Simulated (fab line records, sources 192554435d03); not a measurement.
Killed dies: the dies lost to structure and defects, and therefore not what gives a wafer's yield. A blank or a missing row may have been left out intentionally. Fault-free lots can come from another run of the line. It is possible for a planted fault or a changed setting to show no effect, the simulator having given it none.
Struck lot and sound lot, side by side ; flow n5_finfet ; 14 steps out of a route of 1938
Sound: these wafers, L686.4, L686.5, L686.6. The struck wafers were L687.2, L687.3, L687.4. At the end, the cause is stated.
Order at every step that has rows: each side's tool, ch and its chambers, its first start. Under that, the readings that differ: sound wafers ; struck wafers ; difference of the means ; sigmas: that difference in standard deviations of wafers without a fault.
alike: a reading whose means differ by less than 2 such deviations, as well as words and numbers matching on both sides. not compared: withheld readings; readings where some wafer has no value; bounds like >300 that might hide an equal value; numbers whose values overlap and for which the record gives no deviation.
A row with sigmas, a row that says differs or no value, or rows on one side alone: a step with any of these is where the two part. Numbers that have no deviation but don't overlap get no sigmas and don't part them. Lack of a reading on every wafer of one side parts them only where that side has two or more wafers.

N5_MOL_CONTACT_COAG_STRIP_96: strips in N2/H2.
  sound on rie_diel-01 ch 0,1,2, day 7 14:44; struck on rie_diel-01 ch 0,1, day 7 19:32
  alike: drypump_motor_current_A, h2_flow_sccm, oes_product_au, rf_vpp_V, showerhead_plenum_p_Torr, throttle_valve_pct
  not compared: rf_hours_counter_h
N5_MOL_CONTACT_COAG_ETCH_47: etches SiNx in CH3F/O2, stops on W, target depth 27 nm.
  sound on rie_diel-01 ch 0,1,2, day 7 14:47; struck on rie_diel-01 ch 0,1, day 7 19:35
  alike: drypump_motor_current_A, etch_rf_on_time_s, oes_f_703_au, oes_product_au, rf_vpp_V, showerhead_plenum_p_Torr, throttle_valve_pct
  not compared: rf_hours_counter_h
N5_MOL_CONTACT_COAG_STRIP_119: strips in N2/H2, time 30 s.
  sound on plasma_asher-01 ch 0,1, day 7 14:51; struck on plasma_asher-02 ch 0,1, day 7 19:40
  alike: drypump_motor_current_A, h2_flow_sccm, heater_power_w
  not compared: rf_hours_counter_h
then, 2 steps without rows for these wafers: N5_MOL_CONTACT_COAG_PRECLEAN_144 (cleans in alkaline clean, time 60 s); N5_MOL_CONTACT_COAG_SRD_145 (time 30 s).
N5_MOL_CONTACT_COAG_CD_MEAS_137: target cd 16 nm.
  sound: cd_sem-02 at day 7 14:59; struck: cd_sem-03 at day 7 19:49
  alike: cd_nm
then, 6 steps without rows for these wafers: N5_MOL_CONTACT_COAG_COAT_62 (time 60 s, resist thk 60 nm); N5_MOL_CONTACT_COAG_COAT_63 (time 60 s, resist thk 10 nm); N5_MOL_CONTACT_COAG_COAT_64 (time 60 s, resist thk 10 nm); N5_MOL_CONTACT_COAG_COAT_34 (resist thk 40 nm); N5_MOL_CONTACT_COAG_EBR_36; N5_MOL_CONTACT_COAG_SOFTBAKE_35 (time 60 s).
N5_MOL_CONTACT_COAG_EXPOSE_37: exposes mask VD, defocus 0 nm.
  struck on euv_scanner-02, day 7 19:59; sound on euv_scanner-02 ch 0, day 7 15:11
  no value came back on the struck wafers for exposure_dose_mJ_cm2, focus_offset_nm (nm); on the sound wafers exposure_dose_mJ_cm2 reads 61.9 61.9 61.9
  alike: mask
then, 1 step without rows for these wafers: N5_MOL_CONTACT_COAG_PEB_38 (peb time 60 s).

WHERE THEY PART
N5_MOL_CONTACT_COAG_EXPOSE_37 only, going by this record.

WHY: what had been put in by the simulator
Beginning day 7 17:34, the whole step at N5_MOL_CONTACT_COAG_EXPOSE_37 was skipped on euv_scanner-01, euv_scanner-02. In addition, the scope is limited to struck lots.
